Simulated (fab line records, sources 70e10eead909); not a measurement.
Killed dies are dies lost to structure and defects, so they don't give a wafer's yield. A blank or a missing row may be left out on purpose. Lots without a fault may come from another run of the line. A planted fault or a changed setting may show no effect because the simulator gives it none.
Chamber matching | flow nand_harc | NHARC_A_STAIRCASE_ETCH_232 on rie_diel-10: 4 sister chambers
The step etches the open film in C4F8/O2, target depth 100 nm, time 40.5 s. 15 wafers are shown with their chamber, then 7 later ones without.

WAFERS WITH THEIR CHAMBER
wafer  | chamber | rf_vpp_V (V) | run_length_s (s) | oes_product_au (a.u.)
L470.1 | 1       | 903          | 62.2             | 0.946
L470.2 | 0       | 898          | 62.1             | 0.931
L470.3 | 3       | 896          | 62.6             | 0.942
L474.3 | 3       | 900          | 62.4             | 0.936
L474.5 | 1       | 903          | 61.9             | 0.938
L474.6 | 2       | 890          | 62.3             | 0.942
L475.1 | 0       | 896          | 62.2             | 0.936
L475.5 | 2       | 890          | 62.3             | 0.940
L475.6 | 1       | 904          | 61.8             | 0.938
L479.1 | 3       | 898          | 61.9             | 0.941
L479.4 | 2       | 889          | 62.9             | 0.940
L481.2 | 2       | 891          | 62.4             | 0.963
L481.5 | 2       | 891          | 62.6             | 0.958
L489.1 | 1       | 903          | 61.9             | 0.948
L489.4 | 0       | 895          | 62.2             | 0.949

SIGNATURES (means of the wafers above)
reading        | chamber 0 | chamber 1 | chamber 2 | chamber 3 | scatter within a chamber
rf_vpp_V       | 896.33    | 903.25    | 890.20    | 898.00    | 1.21
run_length_s   | 62.167    | 61.950    | 62.500    | 62.300    | 0.237
oes_product_au | 0.93867   | 0.94250   | 0.94860   | 0.93967   | 0.00833
Rule: a wafer's distance from a chamber is the root of the sum, over the readings, of the square of ((its reading less the chamber's mean) divided by the reading's scatter). The wafer belongs to the nearest chamber; if the next one is less than 2 further off, it can't be placed. The scatter: the root of (the sum of the squares of (reading less its chamber's mean) over the shown wafers, divided by (wafers less chambers)).

WAFERS WITHOUT THEIR CHAMBER
wafer  | rf_vpp_V (V) | run_length_s (s) | oes_product_au (a.u.)
L489.5 | 890          | 62.4             | 0.969
L490.1 | 895          | 62.4             | 0.954
L490.3 | 896          | 62.0             | 0.945
L490.4 | 889          | 62.4             | 0.941
L492.4 | 902          | 61.9             | 0.964
L492.5 | 895          | 62.1             | 0.962
L492.6 | 895          | 62.3             | 0.959

WHICH CHAMBER EACH WENT THROUGH
wafer  | from the rows above          | in truth
L489.5 | 2                            | 2
L490.1 | can't be placed: 0 or 3 or 2 | 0
L490.3 | can't be placed: 0 or 3      | 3
L490.4 | 2                            | 2
L492.4 | can't be placed: 1 or 3      | 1
L492.5 | can't be placed: 0 or 3 or 2 | 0
L492.6 | can't be placed: 0 or 3 or 2 | 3
Placed correctly: 2 of 7. Can't be placed from these rows: 5 (the true chamber is among the candidates in 5). Placed wrongly: 0.
